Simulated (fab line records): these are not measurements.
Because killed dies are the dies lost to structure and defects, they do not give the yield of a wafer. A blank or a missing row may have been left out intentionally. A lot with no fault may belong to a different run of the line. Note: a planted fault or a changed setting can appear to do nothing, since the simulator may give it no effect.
What tool caused it?	flow nand_harc	6 lots, 18 wafers sampled, at 3 steps of a route of 1159

## WHAT THE GAUGES READ, wafer by wafer
NHARC_A_ONON_D1_THK_MEAS_08: measures by ellipsometry.
lot	measured	on	thk_nm (nm)
L897	day 8 03:05	film_metro-02	1012 1011 1012
L901	day 9 02:11	film_metro-02	998 998 999
L906	day 10 21:53	film_metro-02	1000 1000 1001
L907	day 11 03:43	film_metro-02	1010 1010 1009
L912	day 11 20:07	film_metro-02	520 518 518
L915	day 12 11:59	film_metro-02	1000 1001 1001

## TOOL THAT RAN EACH LOT (tool first, then ch and the chambers of the sampled wafers, then the start)
lot	NHARC_A_ZERO_WELL_ETCH_13	NHARC_A_ONON_D1_DEP_06
L897	rie_si-05 ch 0,1,3, day 7 03:56	pecvd_onon-01 ch 0, day 8 02:38
L901	rie_si-05 ch 0,1,3, day 8 03:07	pecvd_onon-01 ch 0, day 9 01:43
L906	rie_si-05 ch 0,1,3, day 9 21:45	pecvd_onon-03 ch 0, day 10 21:22
L907	rie_si-02 ch 1,2, day 10 05:17	pecvd_onon-03 ch 0, day 11 03:12
L912	rie_si-02 ch 1,3, day 10 23:17	pecvd_onon-01 ch 0, day 11 19:36
L915	rie_si-01 ch 0,1,2, day 11 12:16	pecvd_onon-03 ch 0, day 12 11:29
- NHARC_A_ZERO_WELL_ETCH_13: etches the open film in HBr/Cl2, target depth 120 nm, time 40.1 s.
- NHARC_A_ONON_D1_DEP_06: target thk 1000 nm.

## THE ANSWER, worked out from the rows above alone
Rule: the usual values come from the lots themselves. The widest of any qualifying gaps counts: lots, ordered by their means at a reading, are off when they make up no more than a third of the lots, leave a main group of 4 or more, and stand apart from it by 3 or more times the standard deviation of that group's means. If all means in a main group match to the digits the tables above print for the reading, that group is not used. A lot without any number at a reading at which 4 lots or more have one is off too. The other lots that the step has rows for count as sound.
Off: L912, at NHARC_A_ONON_D1_THK_MEAS_08 (thk_nm). Mean 1004 nm and standard deviation 5.4 in the main group.
A tool fits if, at a process step before that reading, it ran every lot that is off, and no sound lot after the first of them. Gauges at NHARC_A_ONON_D1_THK_MEAS_08: tried the same way as those tools. This does not decide it: 2 tools fit, namely rie_si-02 at NHARC_A_ZERO_WELL_ETCH_13 and pecvd_onon-01 at NHARC_A_ONON_D1_DEP_06.

## WHAT THE SIMULATOR HAD PUT IN
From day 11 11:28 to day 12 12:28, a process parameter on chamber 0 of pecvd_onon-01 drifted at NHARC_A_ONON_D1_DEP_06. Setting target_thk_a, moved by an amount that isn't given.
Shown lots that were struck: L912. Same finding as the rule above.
